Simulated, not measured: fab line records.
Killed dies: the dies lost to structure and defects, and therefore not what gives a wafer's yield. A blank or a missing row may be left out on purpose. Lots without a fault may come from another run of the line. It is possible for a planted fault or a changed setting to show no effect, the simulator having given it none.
The tool behind it: which one? ; flow nand_harc ; 12 lots with 36 wafers sampled at 6 steps, on a route of 1302 steps

## WHAT EACH GAUGE READ, for each wafer
NHARC_A_DECK1_JOINT_INSPECT_05. Usual: 364 for raw_defect_count, sd 150.
lot;measured;on;raw_defect_count;flag
L953;day 12 10:05;defect_inspect-02;223 194 249;
L955;day 13 08:49;defect_inspect-02;276 431 287;
L960;day 15 08:20;defect_inspect-01;1242 439 310;
L966;day 18 11:22;defect_inspect-01;436 501 338;
L968;day 18 17:56;defect_inspect-02;354 547 410;
L969;day 19 08:26;defect_inspect-02;205 286 199;
L971;day 20 04:32;defect_inspect-02;180 273 205;
L973;day 20 07:08;defect_inspect-01;467 333 268;
L972;day 20 07:11;defect_inspect-01;277 330 220;
L974;day 21 09:50;defect_inspect-01;303 753 508;
L975;day 21 09:50;defect_inspect-02;470 259 224;
L976;day 22 09:01;defect_inspect-02;393 397 328;

NHARC_A_ONON_D2_THK_MEAS_14: measures by ellipsometry. Usual: 1001 nm for thk_nm, sd 9.3.
lot;measured;on;thk_nm (nm);flag
L953;day 12 12:56;film_metro-02;999 999 998;
L955;day 13 11:40;film_metro-01;995 995 995;
L960;day 15 11:13;film_metro-01;1003 1003 1002;
L966;day 18 14:13;film_metro-02;999 1000 997;
L968;day 18 20:46;film_metro-02;989 990 988;
L969;day 19 11:16;film_metro-01;1000 1002 1002;
L971;day 20 07:23;film_metro-01;999 997 996;
L973;day 20 09:59;film_metro-02;1004 1003 1003;
L972;day 20 10:04;film_metro-02;1002 1002 1002;
L974;day 21 12:43;film_metro-02;1003 1003 1002;
L975;day 21 12:41;film_metro-01;1004 1003 1003;
L976;day 22 11:52;film_metro-01;1007 1007 1007;

NHARC_A_ONON_D2_THK_MEAS_21: measures by ellipsometry. Usual: 998 nm for thk_nm, sd 11.
lot;measured;on;thk_nm (nm);flag
L953;day 12 20:43;film_metro-02;996 995 997;
L955;day 13 21:02;film_metro-01;996 996 995;
L960;day 15 19:56;film_metro-02;1001 1001 1000;
L966;day 18 23:11;film_metro-01;990 989 992;
L968;day 19 05:04;film_metro-02;1014 1011 1013;
L969;day 19 19:14;film_metro-01;988 990 990;
L971;day 20 15:16;film_metro-02;1009 1007 1009;
L973;day 20 15:17;film_metro-01;997 997 997;
L972;day 20 15:17;film_metro-02;995 996 995;
L974;day 21 20:44;film_metro-02;1000 999 1004;
L975;day 21 20:44;film_metro-01;987 988 987;
L976;day 22 20:01;film_metro-02;991 989 989;

NHARC_END_SORT_01. Usual: killed_at_array 59, standard deviation 16; killed_at_other 0.7, standard deviation 1.1; killed_at_periphery 4, standard deviation 3; killed_dies 64, standard deviation 16; killed_open 3.4, standard deviation 1.8; killed_short 2.6, standard deviation 1.7.
lot;measured;on;killed_at_array;killed_at_other;killed_at_periphery;killed_dies;killed_open;killed_short;flag
L960;day 27 14:58;prober-01;510 72 81;2 3 0;4 7 9;516 82 90;2 2 4;1 6 5;OFF
L966;day 30 09:03;prober-01;51 42 44;2 0 1;7 2 3;60 44 48;2 1 3;2 1 0;
L969;day 31 04:16;prober-01;56 32 47;0 0 0;4 2 9;60 34 56;3 1 6;1 2 4;

## WHICH TOOL RAN EACH LOT (tool, then ch and the chambers of the sampled wafers, then the start)
lot;NHARC_A_DECK1_JOINT_CMP_02;NHARC_A_DECK1_JOINT_DEP_16
L953;cmp-02 ch 1,2,3, day 12 09:17;pecvd-01 ch 0,1,2, day 12 09:49
L955;cmp-02 ch 0,2,3, day 13 08:06;pecvd-03 ch 0,1,2, day 13 08:29
L960;cmp-02 ch 0,1,3, day 15 07:38;pecvd-01 ch 0,1, day 15 08:03
L966;cmp-03 ch 2,3, day 18 10:40;pecvd-04 ch 1,2, day 18 11:04
L968;cmp-02 ch 0,1,3, day 18 17:13;pecvd-03 ch 0,1,2, day 18 17:37
L969;cmp-03 ch 0,2, day 19 07:45;pecvd-01 ch 0,1, day 19 08:08
L971;cmp-02 ch 1,2,3, day 20 03:50;pecvd-01 ch 0,2, day 20 04:14
L973;cmp-04 ch 0,1,2, day 20 06:25;pecvd-01 ch 0,1,2, day 20 06:49
L972;cmp-03 ch 0,1,2, day 20 06:29;pecvd-03 ch 0,1,2, day 20 06:53
L974;cmp-03 ch 0,1, day 21 09:08;pecvd-01 ch 0,1,2, day 21 09:37
L975;cmp-02 ch 0,2,3, day 21 09:09;pecvd-03 ch 0,1, day 21 09:31
L976;cmp-03 ch 0,2, day 22 08:13;pecvd-04 ch 1,2, day 22 08:44
- NHARC_A_DECK1_JOINT_CMP_02: polishes SiOx.
- NHARC_A_DECK1_JOINT_DEP_16: deposits SiO2, target thk 45 nm.

## WHAT THE TOOLS THEMSELVES READ (means of the sampled wafers that have a number; where no wafer has one, the mark that the record gives instead)
NHARC_A_DECK1_JOINT_CMP_02. Usual: edge_zone_pressure_frac 1.000, standard deviation 0.0054; motor_current_A 11.5 A, standard deviation 0.9; slurry_filter_dp_kPa 13.49 kPa, standard deviation 0.15.
lot;tool;edge_zone_pressure_frac;motor_current_A (A);slurry_filter_dp_kPa (kPa);flag
L953;cmp-02;0.994;11.6;13.50;
L955;cmp-02;1.001;12.0;13.50;
L960;cmp-02;0.996;11.7;13.54;
L966;cmp-03;1.005;10.7;13.58;
L968;cmp-02;0.995;12.2;13.44;
L969;cmp-03;1.002;11.7;13.57;
L971;cmp-02;0.996;11.7;13.35;
L973;cmp-04;1.002;10.9;13.49;
L972;cmp-03;0.997;11.2;13.71;
L974;cmp-03;1.005;11.6;13.60;
L975;cmp-02;1.001;11.9;13.57;
L976;cmp-03;0.999;11.8;13.53;

NHARC_A_DECK1_JOINT_DEP_16. Usual: chamber_pressure_Torr 6.499 Torr, standard deviation 0.014; heater_power_w 615 W, standard deviation 98; susceptor_temp_C 399.98 C, standard deviation 0.22; throttle_valve_pct 16.0 %, standard deviation 0.33.
lot;tool;chamber_pressure_Torr (Torr);heater_power_w (W);susceptor_temp_C (C);throttle_valve_pct (%);flag
L953;pecvd-01;6.490;601;399.88;16.2;
L955;pecvd-03;6.485;587;400.11;15.8;
L960;pecvd-01;6.487;619;400.01;15.8;
L966;pecvd-04;6.492;601;399.88;16.1;
L968;pecvd-03;6.486;560;400.06;15.5;
L969;pecvd-01;6.508;680;399.79;15.8;
L971;pecvd-01;6.501;716;400.15;16.3;
L973;pecvd-01;6.493;593;399.85;16.2;
L972;pecvd-03;6.493;553;399.95;15.7;
L974;pecvd-01;6.494;661;400.04;16.4;
L975;pecvd-03;6.502;521;399.81;15.7;
L976;pecvd-04;6.502;621;399.75;15.8;

## THE ANSWER, worked out from the rows above alone
Rule: a lot is off if the mean of its wafers that have a number lies more than 3 standard deviations from the usual mean. Also off: a lot with no number at a reading for which 4 or more lots have one. Any other lot the step has rows for is counted as sound. After the gauges, taken in route order, come the tools' own readings; for these a lot's mean is taken, as printed above. The first step at which some lot is off is used, and at that step the reading that is off furthest; a lot without a number counts as furthest.
Off at NHARC_END_SORT_01 (killed_dies): L960. Neither off nor sound, because the step has no rows for them: L953, L955, L968, L971, L973, L972, L974, L975, L976.
If a tool, at a process step before that reading, ran all the lots that are off and no sound lot after the first of them, it fits. Gauges at NHARC_END_SORT_01: tried the same way as those tools. One candidate fits, namely cmp-02 at NHARC_A_DECK1_JOINT_CMP_02. It ran no sound lot before its first lot that is off in this sample, so the start can't be narrowed down.
The tool's own readings at NHARC_A_DECK1_JOINT_CMP_02 bear it out: on the lots that are off they differ by more than 5 times the standard deviation of the sound lots' means. edge_zone_pressure_frac reads 0.996 there against 1.003 on the sound lots; slurry_filter_dp_kPa reads 13.54 kPa there against 13.57 kPa on the sound lots.

## WHAT THE SIMULATOR PUT IN
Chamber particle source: cmp-02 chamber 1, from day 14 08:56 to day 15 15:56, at NHARC_A_DECK1_JOINT_CMP_02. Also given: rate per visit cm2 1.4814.
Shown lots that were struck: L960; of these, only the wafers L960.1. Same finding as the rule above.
